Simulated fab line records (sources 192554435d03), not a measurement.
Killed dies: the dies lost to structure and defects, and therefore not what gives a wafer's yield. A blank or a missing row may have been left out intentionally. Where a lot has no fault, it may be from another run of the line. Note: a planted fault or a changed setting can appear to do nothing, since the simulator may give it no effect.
Code-filled problem report in 8D (eight disciplines) form    flow n5-finfet    the parts of the form that need people (team, actions taken, sign-off) are left out

## 1. WHAT IS WRONG
IOFF_N at N5_BEOL_M4_RC_MEAS_101 reads a mean of 0.411 nA/um on 1 wafer of 1 lot; wafers without a fault read 0.156 nA/um with a standard deviation of 0.028. That is +9.1 standard deviations from the usual mean.
First seen on wafer L976.2, day 9 17:47, on prober-02. The record has a number at this step for 27 wafers belonging to 10 lots. Rule for "out", or "out of limits": more than 4 standard deviations from the usual mean. All remaining wafers that have a number are taken as sound.

## 2. WHAT IT IS, WHAT IT ISN'T
question                     is                                                                                                                                                 is not
which readings at this step  IOFF_N, DIBL_N, IOFF_N_85C, IOFF_N_LIN, IOFF_N_LONG, IOFF_P, IOFF_P_85C, IOFF_P_LIN, ION_N, ION_P, REXT_N, REXT_P, VT_N, VT_N_LVT, VT_P, VT_P_LVT  SS_P
which lots                   L976                                                                                                                                               L967, L968, L982, L983, L984, L986, L987, L988, L990
which wafers of those lots   L976.2                                                                                                                                             L976.1, L976.5
read on which gauges         prober-02                                                                                                                                          prober-01
when                         from day 9 17:47                                                                                                                                   up to then (8 sound wafers); but 18 sound wafers of L982, L983, L984, L986, L987, L988, L990 came after

## 3. SUSPECTS, AND WHAT RULES EACH OUT
Counting: if a tool at a process step up to the reading ran every lot that is out, it stays a suspect. Sound lots after the first of them don't rule it out here, since some wafers of a struck lot are sound.
- the gauge at N5_BEOL_M4_RC_MEAS_101 is ruled out. All the wafers that are out were read on prober-02, but those of them that N5_PASSIVATION_PROBE_49 has rows for are out there too, on other tools.
- rie-si-03 at N5_DUMMY_GATE_TRIM_49 (chemistry O2, time 29 s, target cd 14 nm): kept. It processed L976, the lot that is out, at day 5 05:41, and its most recent sound lot before then was L968 at day 3 09:55.
- ald-sin-04 at N5_SPACER0_ALD_00 (deposits SiOCN, target thk 3.5 nm, pulse time 3 s, purge time 2 s): kept. It ran the lot that is out, L976 (day 5 06:50).
- Within rie-si-03 at N5_DUMMY_GATE_TRIM_49: the wafers that are out ran in chamber 0; their sound lot-mates ran in chambers 1, 2.
- Within ald-sin-04 at N5_SPACER0_ALD_00: the wafers that are out ran in chamber 0; their sound lot-mates ran in chambers 1, 3.
After counting, rie-si-03 at N5_DUMMY_GATE_TRIM_49 and ald-sin-04 at N5_SPACER0_ALD_00 remain.

## 4. THE CAUSE (what the simulator had put in)
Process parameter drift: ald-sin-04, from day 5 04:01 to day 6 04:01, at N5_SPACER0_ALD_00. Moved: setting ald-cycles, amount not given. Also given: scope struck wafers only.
2 suspects survive the count, and this tool is in that group.

## 5. THE EFFECT CHAIN, in route order
Each row: a reading where the mean over the struck wafers with a number is more than 3 standard deviations away from the usual. Scope: only readings with a usual standard deviation given in the record; hours: median across lots of the time from each lot's start at the first step in this table that gives one to its start at this step; sigmas: change in usual standard deviations.
hours  step                     reading             usual          on struck wafers  change    sigmas
0      N5_BEOL_M4_RC_MEAS_101   DIBL_N              36.3 mV/V      46.1              +9.8      +5.8
0      N5_BEOL_M4_RC_MEAS_101   DIBL_P              36.0 mV/V      42.7              +6.7      +3.5
0      N5_BEOL_M4_RC_MEAS_101   IOFF_N              0.156 nA/um    0.411             +0.255    +9.1
0      N5_BEOL_M4_RC_MEAS_101   IOFF_N_85C          3.1 nA/um      7.0               +3.9      +8.5
0      N5_BEOL_M4_RC_MEAS_101   IOFF_N_LIN          0.073 nA/um    0.160             +0.087    +7.9
0      N5_BEOL_M4_RC_MEAS_101   IOFF_N_LONG         5.6e-05 nA/um  6.5e-05           +9.4e-06  +4.5
0      N5_BEOL_M4_RC_MEAS_101   IOFF_P              0.21 nA/um     0.49              +0.28     +7.8
0      N5_BEOL_M4_RC_MEAS_101   IOFF_P_85C          3.6 nA/um      7.3               +3.7      +7.3
0      N5_BEOL_M4_RC_MEAS_101   IOFF_P_LIN          0.098 nA/um    0.206             +0.108    +7.7
0      N5_BEOL_M4_RC_MEAS_101   ION_N               675 uA/um      743               +68       +6.2
0      N5_BEOL_M4_RC_MEAS_101   ION_P               463 uA/um      509               +46       +5.9
0      N5_BEOL_M4_RC_MEAS_101   REXT_N              74.9 ohm.um    65.3              -9.6      -6.0
0      N5_BEOL_M4_RC_MEAS_101   REXT_P              99.7 ohm.um    86.4              -13.3     -5.5
0      N5_BEOL_M4_RC_MEAS_101   SS_N                71.6 mV/dec    73.8              +2.2      +3.7
0      N5_BEOL_M4_RC_MEAS_101   VT_N                250 mV         232               -18       -5.8
0      N5_BEOL_M4_RC_MEAS_101   VT_N_LVT            98.4 mV        81.3              -17.1     -5.9
0      N5_BEOL_M4_RC_MEAS_101   VT_P                -251 mV        -235              +16       +4.7
0      N5_BEOL_M4_RC_MEAS_101   VT_P_LVT            -98.8 mV       -82.0             +16.8     +6.2
117    N5_PASSIVATION_PROBE_49  sort_bin_4_leakage  0.00 %         15.68             +15.68    +99 or more
117    N5_PASSIVATION_PROBE_49  sort-n-pass         1080           911               -169      -9.4
117    N5_PASSIVATION_PROBE_49  sort-yield-pct      91.5 %         77.2              -14.3     -9.5
Process steps it contains:
- N5_PASSIVATION_PROBE_49

## 6. WHAT WOULD HAVE CAUGHT IT SOONER
110 hours passed between the start of the fault at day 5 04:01 and the first reading out of limits at a measuring or inspecting step in this record, taken at day 9 17:47.
An alarm limit of 4 standard deviations would not have fired on the tool readings at N5_SPACER0_ALD_00 for which the record gives a usual standard deviation, since none of them was out on any struck wafer.
By day 9 17:47, every lot that is out (1) had started N5_SPACER0_ALD_00 on ald-sin-04. None of them would have been spared by holding the tool at that moment.
